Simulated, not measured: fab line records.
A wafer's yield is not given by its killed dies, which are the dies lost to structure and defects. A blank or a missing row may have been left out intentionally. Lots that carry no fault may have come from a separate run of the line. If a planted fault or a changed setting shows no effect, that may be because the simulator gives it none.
fab line records	flow n5_finfet
[record] lots = 7	wafers = 21
route steps=1938 shown WELL_APT@25 FIN_SAQP@100 DUMMY_GATE@222 SPACER0@259 SD_EPI_N@263
start_h: hours from the record's opening day to when the first of the lot's shown wafers began	wait_h: time in hours since the lot's previous step	" the same as in the row above	L1.1+2: a row that stands for several wafers	- either no value or no given start	* or withheld: withheld	< > ~ a bound
route shown NAME@n: NAME is a module with steps in the file, n the number in the route of the first one	usual: mean/standard deviation taken from wafers without a fault	same: alike in all rows	chamber/n: place in a boat	sites: each site's reading	_std_site: the standard deviation of these	_edge_site: the outer-site mean with the inner-site mean subtracted	radius_mm: for every site, how far away it sits from the centre of the wafer	mask NAME#n: copy n	behind: tool/chamber where the wafer was last shaped	hold: why the lot was held/for how many hours/how that ended	device: transistor that didn't switch, given as n, p or np	end of line: at the end of the route, the tests of the same wafers	a step with no rows: only its recipe	killed: not the wafer's yield, but the dies lost to structure and defects at the first sort	map: per-die view of a wafer (x killed, . not killed, _ where there is no die)
set.NAME: setting as actually run; set.NAME@STEP: the setting as run at that earlier step	model.NAME: the simulator's own value behind a step, which no gauge read
lots with deliberately changed settings; one table per step, one row per wafer
[[steps]]
[step N5_WELL_APT_PEB_06]
[recipe] peb_temp_c = 130	peb_time_s = 90
lot.wafer	tool	chamber	start_h	wait_h	set.peb_time_s
L075.1+4+6	litho_track-01	0	19.50	0.1	90
L077.1+4+5	litho_track-04	0	31.94	0.1	90
L084.2+4+6	litho_track-04	0	73.73	0.0	90
L090.1+4	litho_track-04	0	109.67	0.1	90
L090.5	"	0	"	"	107
L092.2	litho_track-04	0	121.57	0.0	90
L092.3+5	"	0	"	"	76.24
L095.2	litho_track-01	0	139.57	0.0	90
L095.3+6	"	0	"	"	105.4
L097.3+4	litho_track-04	0	151.69	0.0	104.5
L097.6	"	0	"	"	90
[step N5_WELL_APT_DEVELOP_07]
[recipe] develop_time_s = 45	rinse_liquid = surfactant_rinse	dry = air_spin	dev_temp_c = 21
[step N5_WELL_APT_HARDBAKE_12]
[recipe] temp_c = 130	time_s = 120
[step N5_WELL_APT_CD_MEAS_08]
[recipe] target_cd_nm = 200	landing_energy_ev = 500	detector = se_inlens
[usual] cd_nm = 199.9/2.3
lot.wafer	tool	chamber	start_h	wait_h	set.peb_time_s@WELL_APT_PEB_06	cd_nm
L075.1	cd_sem-03	0	19.61	-	90	199.3
L075.4	"	0	"	"	90	200.8
L075.6	"	0	"	"	90	197.3
L077.1	cd_sem-03	0	32.05	-	90	200.4
L077.4	"	0	"	"	90	200.8
L077.5	"	0	"	"	90	203.4
L084.2	cd_sem-01	0	73.84	-	90	205.1
L084.4	"	0	"	"	90	203.2
L084.6	"	0	"	"	90	200.5
L090.1	cd_sem-02	0	109.79	-	90	201.3
L090.4	"	0	"	"	90	197.7
L090.5	"	0	"	"	107	207.3
L092.2	cd_sem-01	0	121.69	-	90	198.8
L092.3	"	0	"	"	76.24	195.4
L092.5	"	0	"	"	76.24	195.5
L095.2	cd_sem-01	0	139.69	-	90	194.0
L095.3	"	0	"	"	105.4	205.9
L095.6	"	0	"	"	105.4	204.9
L097.3	cd_sem-02	0	151.81	-	104.5	204.6
L097.4	"	0	"	"	104.5	207.2
L097.6	"	0	"	"	90	199.7
[step N5_WELL_APT_DESCUM_13]
[recipe] chemistry = O2	time_s = 7.9	source_power_w = 50	bias_power_w = 20	pressure_mtorr = 20	rf_frequency_hz = 2.712e+07	temp_c = 40	o2_flow_sccm = 225
lot.wafer	tool	chamber	start_h	wait_h	set.peb_time_s@WELL_APT_PEB_06	model.WELL_APT.cd_nm
L075.1	rie_diel-04	3	19.73	0.1	90	199
L075.4	"	1	"	"	90	200.9
L075.6	"	3	"	"	90	197.4
L077.1	rie_diel-04	3	32.14	0.0	90	200.3
L077.4	"	2	"	"	90	201
L077.5	"	3	"	"	90	203.2
L084.2	rie_diel-01	0	73.93	0.0	90	205.2
L084.4	"	3	"	"	90	203.5
L084.6	"	0	"	"	90	200.9
L090.1	rie_diel-04	1	110.07	0.2	90	201.6
L090.4	"	3	"	"	90	197.6
L090.5	"	1	"	"	107	207.2
L092.2	rie_diel-04	0	121.78	0.0	90	198.6
L092.3	"	1	"	"	76.24	195
L092.5	"	1	"	"	76.24	195.3
L095.2	rie_diel-04	3	139.79	0.0	90	193.8
L095.3	"	2	"	"	105.4	205.9
L095.6	"	0	"	"	105.4	204.7
L097.3	rie_diel-01	1	151.89	0.0	104.5	204.3
L097.4	"	3	"	"	104.5	207.3
L097.6	"	1	"	"	90	199.4
[step N5_FIN_SAQP_PECVD_06]
[recipe] material = a-Si	target_thk_a = 600	temp_c = 400	precursor = SiH4/He	pressure_torr = 3	rf_w = 100	time_s = 48.1
lot.wafer	tool	chamber	start_h	wait_h	set.time_s	model.a-Si_of_FIN_SAQP_PECVD_06.thk_nm
L075.1	pecvd-02	1	27.03	0.0	48.1	58.66
L075.4	"	1	"	"	48.1	59.67
L075.6	"	0	"	"	48.1	59.96
L077.1	pecvd-04	2	39.54	0.0	41.66	52.17
L077.4	"	2	"	"	48.1	61.47
L077.5	"	2	"	"	48.1	61.82
L084.2	pecvd-02	2	81.13	0.0	48.1	59.47
L084.4	"	2	"	"	48.1	59.84
L084.6	"	0	"	"	48.1	60.35
L090.1	pecvd-02	1	117.19	0.0	48.1	59.48
L090.4	"	1	"	"	48.1	60.72
L090.5	"	2	"	"	48.1	60.84
L092.2	pecvd-01	1	129.64	0.0	48.1	59.24
L092.3	"	0	"	"	48.1	59.88
L092.5	"	0	"	"	48.1	60.88
L095.2	pecvd-02	0	148.06	0.0	44.76	55.85
L095.3	"	2	"	"	44.76	55.18
L095.6	"	1	"	"	48.1	60.69
L097.3	pecvd-02	0	159.94	0.0	48.1	59.63
L097.4	"	2	"	"	48.1	59.91
L097.6	"	0	"	"	48.1	59.53
[step N5_FIN_SAQP_THK_MEAS_07]
[usual] thk_nm = 60.1/0.79
lot.wafer	tool	chamber	start_h	wait_h	set.time_s@FIN_SAQP_PECVD_06	thk_nm
L075.1	film_metro-01	-	27.15	0.1	48.1	58.6
L075.4	"	-	"	"	48.1	59.6
L075.6	"	-	"	"	48.1	60.0
L077.1	film_metro-01	-	39.66	0.1	41.66	52.2
L077.4	"	-	"	"	48.1	61.5
L077.5	"	-	"	"	48.1	61.8
L084.2	film_metro-01	-	81.22	0.1	48.1	59.5
L084.4	"	-	"	"	48.1	59.8
L084.6	"	-	"	"	48.1	60.3
L090.1	film_metro-01	-	117.28	0.1	48.1	59.4
L090.4	"	-	"	"	48.1	60.8
L090.5	"	-	"	"	48.1	60.9
L092.2	film_metro-01	-	129.73	0.1	48.1	59.2
L092.3	"	-	"	"	48.1	59.8
L092.5	"	-	"	"	48.1	60.9
L095.2	film_metro-02	-	148.15	0.1	44.76	55.9
L095.3	"	-	"	"	44.76	55.2
L095.6	"	-	"	"	48.1	60.7
L097.3	film_metro-01	-	160.03	0.1	48.1	59.6
L097.4	"	-	"	"	48.1	59.9
L097.6	"	-	"	"	48.1	59.5
[step N5_FIN_SAQP_COAT_49]
[recipe] resist = SOC	temp_c = 250	time_s = 60	spin_rpm = 1500	resist_thk_nm = 100
lot.wafer	tool	chamber	start_h	wait_h	set.time_s
L075.1+4+6	litho_track-01	0	27.26	0.1	60
L077.1+5	litho_track-02	0	39.80	0.1	60
L077.4	"	0	"	"	56.21
L084.2+4	litho_track-03	0	81.36	0.1	60
L084.6	"	0	"	"	71.53
L090.1+4+5	litho_track-02	0	117.42	0.1	60
L092.2+5	litho_track-02	0	129.84	0.1	60
L092.3	"	0	"	"	64.53
L095.2+6	litho_track-01	0	148.26	0.1	60
L095.3	"	0	"	"	71.62
L097.3+4	litho_track-02	0	160.14	0.1	60
L097.6	"	0	"	"	65.83
[step N5_FIN_SAQP_COAT_50]
[recipe] resist = SiARC	temp_c = 220	time_s = 60	spin_rpm = 1500	resist_thk_nm = 35
[step N5_FIN_SAQP_COAT_10]
[recipe] resist = CAR-ArF	spin_rpm = 1500	resist_thk_nm = 90
[step N5_FIN_SAQP_HM_OPEN_73]
[recipe] chemistry = CHF3/O2	target = SiO2	stop_on = a-Si	target_depth_a = 120	over_etch_frac = 1.8	mask_material = SOC	time_s = 16.8	pressure_mtorr = 30	source_w = 650	bias_w = 170	Ar_flow_sccm = 200	CHF3_flow_sccm = 50	O2_flow_sccm = 5	ion_energy_ev = 200	ends = end_point
[step N5_FIN_SAQP_STRIP_74]
[recipe] chemistry = CHF3/O2	resist = SiARC	rf_frequency_hz = 6e+07
[step N5_FIN_SAQP_MANDREL_ETCH_22]
[recipe] target_depth_a = 600	chemistry = HBr/Cl2	target = a-Si	stop_on = SiNx	bt_time_s = 10	over_etch_frac = 0.5	time_s = 30	pressure_mtorr = 10	icp_w = 800	bias_w = 75	HBr_flow_sccm = 150	Cl2_flow_sccm = 80	ends = end_point
[usual] oes_product_au = 0.774/0.013
lot.wafer	tool	chamber	start_h	wait_h	set.time_s@FIN_SAQP_PECVD_06	oes_product_au	model.etch.depth_nm
L075.1	rie_si-01	1	28.14	0.0	48.1	0.769	58.66
L075.4	"	0	"	"	48.1	0.765	59.67
L075.6	"	0	"	"	48.1	0.776	59.96
L077.1	rie_si-01	3	40.43	0.0	41.66	0.725	52.17
L077.4	"	0	"	"	48.1	0.789	61.47
L077.5	"	2	"	"	48.1	0.778	61.82
L084.2	rie_si-02	1	82.00	0.0	48.1	0.767	59.33
L084.4	"	2	"	"	48.1	0.772	59.84
L084.6	"	3	"	"	48.1	0.770	60.35
L090.1	rie_si-01	2	118.04	0.0	48.1	0.766	59.48
L090.4	"	0	"	"	48.1	0.778	60.72
L090.5	"	2	"	"	48.1	0.768	60.84
L092.2	rie_si-04	1	130.59	0.0	48.1	0.770	59.2
L092.3	"	0	"	"	48.1	0.770	59.88
L092.5	"	3	"	"	48.1	0.749	60.8
L095.2	rie_si-01	3	149.01	0.0	44.76	0.757	55.8
L095.3	"	1	"	"	44.76	0.742	55.18
L095.6	"	1	"	"	48.1	0.780	60.65
L097.3	rie_si-01	3	160.80	0.0	48.1	0.785	59.63
L097.4	"	1	"	"	48.1	0.776	59.86
L097.6	"	0	"	"	48.1	0.760	59.5
[step N5_FIN_SAQP_STRIP_55]
[recipe] chemistry = N2/H2	power_w = 500	temp_c = 40	pressure_mtorr = 50	rf_frequency_hz = 6e+07	overash_fraction = 0.3	bias_power_w = 28	h2_frac = 0.5	n2_flow_sccm = 300	h2_flow_sccm = 300
[step N5_FIN_SAQP_STRIP_23]
[recipe] chemistry = SPM	time_s = 750	temp_c = 130	h2so4_h2o2_vol_ratio = 4
[step N5_FIN_SAQP_SRD_66]
[recipe] dry = ipa_marangoni	time_s = 30	temp_c = 23	rinse_liquid = diw
[step N5_FIN_SAQP_RECESS_75]
[recipe] chemistry = HF/NH3	target = SiO2	target_depth_a = 144	afs_cycles = 3	temp_c = 30	sublimation_temp_c = 180	sublimation_time_s = 60
[step N5_FIN_SAQP_SPACER1_ALD_24]
[recipe] material = SiO2	target_thk_a = 203	temp_c = 300	ald_precursor_family = BDEAS	ald_co_reactant = O2-plasma	pulse_time_s = 1	purge_time_s = 2	co_reactant_purge_time_s = 2	ald_cycles = 218	pressure_torr = 2
lot.wafer	tool	chamber	start_h	wait_h	set.time_s@FIN_SAQP_PECVD_06	model.a-Si_of_FIN_SAQP_PECVD_06.thk_nm
L075.1	ald_sin-04	2	29.32	0.3	48.1	58.4
L075.4	"	3	"	"	48.1	59.4
L075.6	"	1	"	"	48.1	59.8
L077.1	ald_sin-03	0	42.15	0.5	41.66	52
L077.4	"	2	"	"	48.1	61.2
L077.5	"	2	"	"	48.1	61.6
L084.2	ald_sin-03	0	82.85	0.3	48.1	59.2
L084.4	"	2	"	"	48.1	59.6
L084.6	"	0	"	"	48.1	60.2
L090.1	ald_sin-04	3	118.85	0.3	48.1	59.2
L090.4+5	"	2	"	"	48.1	60.6
L092.2	ald_sin-01	2	131.42	0.3	48.1	59
L092.3	"	1	"	"	48.1	59.8
L092.5	"	0	"	"	48.1	60.6
L095.2	ald_sin-03	2	150.34	0.8	44.76	55.6
L095.3	"	1	"	"	44.76	55
L095.6	"	1	"	"	48.1	60.4
L097.3+6	ald_sin-04	0,3	162.08	0.3	48.1	59.4
L097.4	"	0	"	"	48.1	59.6
[step N5_DUMMY_GATE_COAT_34]
[recipe] resist = SOC	temp_c = 250	time_s = 60	spin_rpm = 1500	resist_thk_nm = 60
lot.wafer	tool	chamber	start_h	wait_h	set.spin_rpm	model.SOC_of_DUMMY_GATE_COAT_34.thk_nm
L075.1+4+6	litho_track-05	0	50.95	0.0	1500	60
L077.1	litho_track-02	0	66.74	0.0	1440	61.4
L077.4	"	0	"	"	1500	60
L077.5	"	0	"	"	1440	61.2
L084.2	litho_track-05	0	106.76	0.1	1411	62.4
L084.4	"	0	"	"	1500	60.4
L084.6	"	0	"	"	1500	60.2
L090.1+5	litho_track-02	0	140.37	0.0	1500	60.4
L090.4	"	0	"	"	1606	58
L092.2+3	litho_track-05	0	154.71	0.0	1353	63.2
L092.5	"	0	"	"	1500	59.8
L095.2	litho_track-02	0	172.65	0.0	1500	60.4
L095.3	"	0	"	"	1436	61.6
L095.6	"	0	"	"	1500	60.2
L097.3+4	litho_track-02	0	184.62	0.0	1500	60.2
L097.6	"	0	"	"	1447	61.2
[step N5_DUMMY_GATE_COAT_09]
[recipe] resist = CAR-EUV	spin_rpm = 1500	resist_thk_nm = 30
lot.wafer	tool	chamber	start_h	wait_h	set.spin_rpm	model.CAR-EUV_of_DUMMY_GATE_COAT_09.thk_nm
L075.1+4	litho_track-05	0	-	-	1500	30.2
L075.6	"	0	"	"	1500	30
L077.1	litho_track-02	0	-	-	1500	30
L077.4+5	"	0	"	"	1557	29.6
L084.2+4	litho_track-05	0	-	-	1500	30.2
L084.6	"	0	"	"	1500	30
L090.1+4	litho_track-02	0	-	-	1423	30.8
L090.5	"	0	"	"	1500	30
L092.2	litho_track-05	0	-	-	1500	30
L092.3+5	"	0	"	"	1334	31.8
L095.2	litho_track-02	0	-	-	1398	31.2
L095.3	"	0	"	"	1500	29.8
L095.6	"	0	"	"	1398	31
L097.3	litho_track-02	0	-	-	1436	30.8
L097.4+6	"	0	"	"	1500	30.2
[step N5_DUMMY_GATE_EBR_11]
[recipe] solvent = PGMEA	ebr_width_mm = 1.5
[step N5_DUMMY_GATE_SOFTBAKE_10]
[recipe] temp_c = 110	time_s = 60	resist = CAR-EUV
[step N5_DUMMY_GATE_DESCUM_20]
[recipe] chemistry = O2	time_s = 6.2	source_power_w = 50	bias_power_w = 20	pressure_mtorr = 20	rf_frequency_hz = 2.712e+07	temp_c = 40	resist = CAR-EUV	o2_flow_sccm = 225
[step N5_DUMMY_GATE_ETCH_29]
[recipe] chemistry = N2/H2	target = underlayer	target_depth_a = 130	ion_energy_ev = 200	pressure_mtorr = 30	source_w = 840	bias_w = 150	n2_flow_sccm = 200	h2_flow_sccm = 200
lot.wafer	tool	chamber	start_h	wait_h	set.spin_rpm@DUMMY_GATE_COAT_09	model.CAR-EUV_of_DUMMY_GATE_COAT_09.thk_nm
L075.1+6	rie_diel-03	2,1	51.54	0.0	1500	18.8
L075.4	"	0	"	"	1500	18.2
L077.1	rie_diel-02	1	67.33	0.0	1500	18.6
L077.4	"	2	"	"	1557	18
L077.5	"	1	"	"	1557	18.2
L084.2+6	rie_diel-06	2	107.22	0.0	1500	19
L084.4	"	3	"	"	1500	19.2
L090.1+4	rie_diel-03	1,2	140.86	0.0	1423	19.4
L090.5	"	1	"	"	1500	18.6
L092.2	rie_diel-02	2	155.17	0.0	1500	18.6
L092.3	"	0	"	"	1334	20.8
L092.5	"	2	"	"	1334	20.4
L095.2+6	rie_diel-06	2,0	173.11	0.0	1398	19.8
L095.3	"	0	"	"	1500	18.6
L097.3	rie_diel-06	3	185.08	0.0	1436	20
L097.4+6	"	1,0	"	"	1500	19.2
[step N5_DUMMY_GATE_ETCH_36]
[recipe] chemistry = CF4	target = SiARC	target_depth_a = 130	pressure_mtorr = 40	source_w = 545	bias_w = 36	Ar_flow_sccm = 100	cf4_flow_sccm = 100	ion_energy_ev = 80
[step N5_DUMMY_GATE_ETCH_37]
[recipe] chemistry = N2/H2	target = SOC	target_depth_a = 600	overetch_a = 300	temp_c = 40	ion_energy_ev = 200	pressure_mtorr = 30	source_w = 840	bias_w = 150	n2_flow_sccm = 200	h2_flow_sccm = 200
lot.wafer	tool	chamber	start_h	wait_h	set.spin_rpm@DUMMY_GATE_COAT_34	model.etch.depth_nm
L075.1	rie_diel-03	2	51.62	0.0	1500	60.03
L075.4	"	0	"	"	1500	59.95
L075.6	"	1	"	"	1500	60
L077.1	rie_diel-02	1	67.41	0.0	1440	61.37
L077.4	"	2	"	"	1500	59.99
L077.5	"	1	"	"	1440	61.29
L084.2	rie_diel-06	2	107.30	0.0	1411	62.34
L084.4	"	3	"	"	1500	60.48
L084.6	"	2	"	"	1500	60.3
L090.1	rie_diel-03	1	140.94	0.0	1500	60.35
L090.4	"	2	"	"	1606	58.1
L090.5	"	1	"	"	1500	60.33
L092.2	rie_diel-02	2	155.25	0.0	1353	63.1
L092.3	"	0	"	"	1353	63.11
L092.5	"	2	"	"	1500	59.74
L095.2	rie_diel-06	2	173.19	0.0	1500	60.4
L095.3	"	0	"	"	1436	61.53
L095.6	"	0	"	"	1500	60.18
L097.3	rie_diel-06	3	185.16	0.0	1500	60.17
L097.4	"	1	"	"	1500	60.11
L097.6	"	0	"	"	1447	61.22
[step N5_DUMMY_GATE_STRIP_38]
[recipe] chemistry = N2/H2	temp_c = 40	n2_flow_sccm = 200	h2_flow_sccm = 200	rf_frequency_hz = 6e+07
[step N5_DUMMY_GATE_STRIP_39]
[recipe] chemistry = N2/H2	temp_c = 40	n2_flow_sccm = 200	h2_flow_sccm = 200	rf_frequency_hz = 6e+07
[step N5_DUMMY_GATE_STRIP_40]
[recipe] chemistry = CF4	resist = SiARC	power_w = 300	bias_power_w = 75	pressure_mtorr = 50	cf4_flow_sccm = 150	rf_frequency_hz = 6e+07
[step N5_DUMMY_GATE_ETCH_31]
[recipe] chemistry = C4F6/O2	target = SiO2	mask_material = SOC	target_depth_a = 825	time_s = 27.5	ion_energy_ev = 250	pressure_mtorr = 30	source_w = 345	bias_w = 185	Ar_flow_sccm = 300	C4F6_flow_sccm = 10	O2_flow_sccm = 10
lot.wafer	tool	chamber	start_h	wait_h	set.spin_rpm@DUMMY_GATE_COAT_34	model.SOC_of_DUMMY_GATE_COAT_34.thk_nm
L075.1+6	rie_diel-03	1,2	51.89	0.0	1500	51.6
L075.4	"	0	"	"	1500	51
L077.1	rie_diel-03	0	67.69	0.0	1440	52.4
L077.4	"	2	"	"	1500	51.6
L077.5	"	1	"	"	1440	53
L084.2	rie_diel-03	0	107.58	0.0	1411	53.6
L084.4+6	"	1,3	"	"	1500	52.2
L090.1+5	rie_diel-06	0	141.22	0.0	1500	52.2
L090.4	"	2	"	"	1606	50.2
L092.2	rie_diel-02	1	155.52	0.0	1353	54.6
L092.3	"	2	"	"	1353	54.8
L092.5	"	0	"	"	1500	51.6
L095.2	rie_diel-02	2	173.46	0.0	1500	52.2
L095.3	"	3	"	"	1436	53.4
L095.6	"	1	"	"	1500	51.8
L097.3	rie_diel-06	3	185.44	0.0	1500	52
L097.4	"	0	"	"	1500	51.8
L097.6	"	0	"	"	1447	53
[step N5_SPACER0_ALD_00]
[recipe] material = SiOCN	target_thk_a = 35	temp_c = 400	ald_precursor_family = alkyl-aminosilane	ald_co_reactant = O2/N2-plasma	pulse_time_s = 3	purge_time_s = 2	co_reactant_purge_time_s = 2	ald_cycles = 58	pressure_torr = 2
lot.wafer	tool	chamber	start_h	wait_h	set.ald_cycles	model.SiOCN_of_SPACER0_ALD_00.thk_nm
L075.1	ald_sin-02	3	52.81	0.1	58	3.6
L075.4+6	"	2,1	"	"	58	3.4
L077.1+4+5	ald_sin-01	3,0,1	69.52	0.1	58	3.6
L084.2+4+6	ald_sin-03	0,1,1	108.50	0.1	58	3.4
L090.1+5	ald_sin-03	1,0	142.24	0.1	58	3.4
L090.4	"	2	"	"	50	3
L092.2+3	ald_sin-01	2,1	156.95	0.1	58	3.6
L092.5	"	1	"	"	64	4
L095.2	ald_sin-01	0	174.79	0.1	58	3.6
L095.3+6	"	2,3	"	"	63	3.8
L097.3	ald_sin-01	0	186.57	0.1	64	3.8
L097.4+6	"	2,3	"	"	58	3.4
[step N5_SD_EPI_N_COAT_33]
[recipe] resist = SiARC	temp_c = 220	time_s = 60	spin_rpm = 1500	resist_thk_nm = 35
lot.wafer	tool	chamber	start_h	wait_h	set.spin_rpm	model.SiARC_of_SD_EPI_N_COAT_33.thk_nm
L075.1+4+6	litho_track-04	0	-	-	1500	35.2
L077.1+4	litho_track-04	0	-	-	1500	34.8
L077.5	"	0	"	"	1427	35.8
L084.2	litho_track-02	0	-	-	1428	36
L084.4+6	"	0	"	"	1500	35
L090.1+5	litho_track-04	0	-	-	1618	33.8
L090.4	"	0	"	"	1618	33.6
L092.2	litho_track-02	0	-	-	1500	34.8
L092.3	"	0	"	"	1582	34
L092.5	"	0	"	"	1500	35
L095.2+3	litho_track-01	0	-	-	1500	35.2
L095.6	"	0	"	"	1500	35
L097.3+4	litho_track-01	0	-	-	1369	36.8
L097.6	"	0	"	"	1369	36.6
[step N5_SD_EPI_N_COAT_03]
[recipe] resist = CAR-ArF-block	spin_rpm = 1500	resist_thk_nm = 150
[step N5_SD_EPI_N_EBR_05]
[recipe] solvent = PGMEA	ebr_width_mm = 1.5
[step N5_SD_EPI_N_DESCUM_14]
[recipe] chemistry = O2	time_s = 7.9	source_power_w = 50	bias_power_w = 20	pressure_mtorr = 20	rf_frequency_hz = 2.712e+07	temp_c = 40	resist = CAR-ArF-block	o2_flow_sccm = 225
[step N5_SD_EPI_N_ETCH_34]
[recipe] chemistry = CF4	target = SiARC	target_depth_a = 455	mask_material = CAR-ArF-block	time_s = 75.8	ion_energy_ev = 80	pressure_mtorr = 40	source_w = 545	bias_w = 36	Ar_flow_sccm = 100	cf4_flow_sccm = 100	ends = cleared
lot.wafer	tool	chamber	start_h	wait_h	set.spin_rpm@SD_EPI_N_COAT_33	model.etch.depth_nm
L075.1	rie_diel-04	0	53.75	0.0	1500	35.11
L075.4	"	2	"	"	1500	35.14
L075.6	"	3	"	"	1500	35.13
L077.1	rie_diel-05	2	70.46	0.0	1500	34.81
L077.4	"	0	"	"	1500	34.88
L077.5	"	0	"	"	1427	35.72
L084.2	rie_diel-04	0	109.44	0.0	1428	35.97
L084.4	"	2	"	"	1500	35.06
L084.6	"	2	"	"	1500	35.04
L090.1	rie_diel-01	2	143.17	0.0	1618	33.83
L090.4	"	3	"	"	1618	33.69
L090.5	"	2	"	"	1618	33.75
L092.2	rie_diel-05	3	157.89	0.0	1500	34.85
L092.3	"	1	"	"	1582	33.97
L092.5	"	2	"	"	1500	35
L095.2	rie_diel-04	2	175.73	0.0	1500	35.12
L095.3	"	3	"	"	1500	35.17
L095.6	"	1	"	"	1500	35.05
L097.3+4	rie_diel-01	1,2	187.38	0.0	1369	36.73
L097.6	"	1	"	"	1369	36.68
[[key]]
[split] step = N5_WELL_APT_PEB_06	setting = peb_time_s	stated = 90	by = wafer
[response] step = N5_WELL_APT_CD_MEAS_08	reading = cd_nm	change = +0.431	per = 1%	r = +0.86
[response] step = N5_WELL_APT_DESCUM_13	reading = model.WELL_APT.cd_nm	change = +0.431	per = 1%	r = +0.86
[split] step = N5_FIN_SAQP_PECVD_06	setting = time_s	stated = 48.1	by = wafer
[response] step = N5_FIN_SAQP_PECVD_06	reading = model.a-Si_of_FIN_SAQP_PECVD_06.thk_nm	change = +0.716	per = 1%	r = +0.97
[response] step = N5_FIN_SAQP_THK_MEAS_07	reading = thk_nm	change = *	per = 1%	r = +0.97
[response] step = N5_FIN_SAQP_MANDREL_ETCH_22	reading = oes_product_au	change = +0.00437	per = 1%	r = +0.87
[response] step = N5_FIN_SAQP_MANDREL_ETCH_22	reading = model.etch.depth_nm	change = +0.715	per = 1%	r = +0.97
[response] step = N5_FIN_SAQP_SPACER1_ALD_24	reading = model.a-Si_of_FIN_SAQP_PECVD_06.thk_nm	change = +0.709	per = 1%	r = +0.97
[split] step = N5_FIN_SAQP_COAT_49	setting = time_s	stated = 60	by = wafer
response none clear
[split] step = N5_DUMMY_GATE_COAT_34	setting = spin_rpm	stated = 1500	by = wafer
[response] step = N5_DUMMY_GATE_COAT_34	reading = model.SOC_of_DUMMY_GATE_COAT_34.thk_nm	change = -0.338	per = 1%	r = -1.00
[response] step = N5_DUMMY_GATE_ETCH_37	reading = model.etch.depth_nm	change = -0.328	per = 1%	r = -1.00
[response] step = N5_DUMMY_GATE_ETCH_31	reading = model.SOC_of_DUMMY_GATE_COAT_34.thk_nm	change = -0.294	per = 1%	r = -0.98
[split] step = N5_DUMMY_GATE_COAT_09	setting = spin_rpm	stated = 1500	by = wafer
[response] step = N5_DUMMY_GATE_COAT_09	reading = model.CAR-EUV_of_DUMMY_GATE_COAT_09.thk_nm	change = -0.162	per = 1%	r = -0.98
[response] step = N5_DUMMY_GATE_ETCH_29	reading = model.CAR-EUV_of_DUMMY_GATE_COAT_09.thk_nm	change = -0.174	per = 1%	r = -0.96
[split] step = N5_SPACER0_ALD_00	setting = ald_cycles	stated = 58	by = wafer
[response] step = N5_SPACER0_ALD_00	reading = model.SiOCN_of_SPACER0_ALD_00.thk_nm	change = +0.0324	per = 1%	r = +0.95
[split] step = N5_SD_EPI_N_COAT_33	setting = spin_rpm	stated = 1500	by = wafer
[response] step = N5_SD_EPI_N_COAT_33	reading = model.SiARC_of_SD_EPI_N_COAT_33.thk_nm	change = -0.19	per = 1%	r = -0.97
[response] step = N5_SD_EPI_N_ETCH_34	reading = model.etch.depth_nm	change = -0.182	per = 1%	r = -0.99
